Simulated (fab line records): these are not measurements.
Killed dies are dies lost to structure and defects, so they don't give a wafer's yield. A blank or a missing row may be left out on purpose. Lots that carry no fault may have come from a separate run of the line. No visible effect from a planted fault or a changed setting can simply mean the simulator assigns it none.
Chamber matching :: flow nandHarc :: 4 sister chambers for NHARC_A_BLC_ALD_23 on aldMetal-02
The step deposits TiN, target thk 3 nm, pulse time 1 s, ald cycles 150. 8 wafers are shown with their chamber, then 9 later ones without.

## WAFERS PAIRED WITH THEIR CHAMBERS
wafer: L080.4
chamber: 3
heaterPowerW (W): 1249
precursorPulseHeightRel: 1.001

wafer: L080.5
chamber: 1
heaterPowerW (W): 1067
precursorPulseHeightRel: 0.996

wafer: L079.4
chamber: 0
heaterPowerW (W): 1009
precursorPulseHeightRel: 0.991

wafer: L079.5
chamber: 1
heaterPowerW (W): 1114
precursorPulseHeightRel: 0.985

wafer: L079.6
chamber: 2
heaterPowerW (W): 919
precursorPulseHeightRel: 0.990

wafer: L085.1
chamber: 0
heaterPowerW (W): 947
precursorPulseHeightRel: 0.993

wafer: L085.2
chamber: 2
heaterPowerW (W): 910
precursorPulseHeightRel: 1.018

wafer: L085.6
chamber: 3
heaterPowerW (W): 1175
precursorPulseHeightRel: 1.010

## WAFERS MISSING THEIR CHAMBER
wafer: L093.1
heaterPowerW (W): 1210
precursorPulseHeightRel: 1.025

wafer: L093.2
heaterPowerW (W): 1072
precursorPulseHeightRel: 1.008

wafer: L093.6
heaterPowerW (W): 961
precursorPulseHeightRel: 1.003

wafer: L094.1
heaterPowerW (W): 919
precursorPulseHeightRel: 0.978

wafer: L094.3
heaterPowerW (W): 961
precursorPulseHeightRel: 0.997

wafer: L094.6
heaterPowerW (W): 1178
precursorPulseHeightRel: 0.988

wafer: L096.1
heaterPowerW (W): 941
precursorPulseHeightRel: 1.017

wafer: L096.4
heaterPowerW (W): 1195
precursorPulseHeightRel: 1.002

wafer: L096.5
heaterPowerW (W): 884
precursorPulseHeightRel: 0.971

## CHAMBER TAKEN BY EACH
wafer: L093.1
from the rows above: 3
in truth: 3

wafer: L093.2
from the rows above: can't be placed: 1 or 0
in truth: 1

wafer: L093.6
from the rows above: can't be placed: 0 or 2
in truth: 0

wafer: L094.1
from the rows above: can't be placed: 0 or 2
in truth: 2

wafer: L094.3
from the rows above: can't be placed: 0 or 2
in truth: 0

wafer: L094.6
from the rows above: can't be placed: 3 or 1
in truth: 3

wafer: L096.1
from the rows above: can't be placed: 2 or 0
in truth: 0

wafer: L096.4
from the rows above: 3
in truth: 3

wafer: L096.5
from the rows above: can't be placed: 2 or 0
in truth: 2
Correctly placed: 2 of 9. These rows do not allow placing 7 (true chamber among the candidates in 7). Number placed wrongly: 0.
How it was worked out, from the rows above alone: a wafer's distance from a chamber is the root of the sum, over the readings, of the square of ((its reading less the chamber's mean) divided by the reading's scatter). The wafer belongs to the nearest chamber; if the next one is less than 2 further off, it can't be placed. A chamber's mean is the mean of its shown wafers. How the scatter is found: for the shown wafers, subtract from each reading the mean of its chamber, square and add these, divide the total by (wafers less chambers), then take the root.
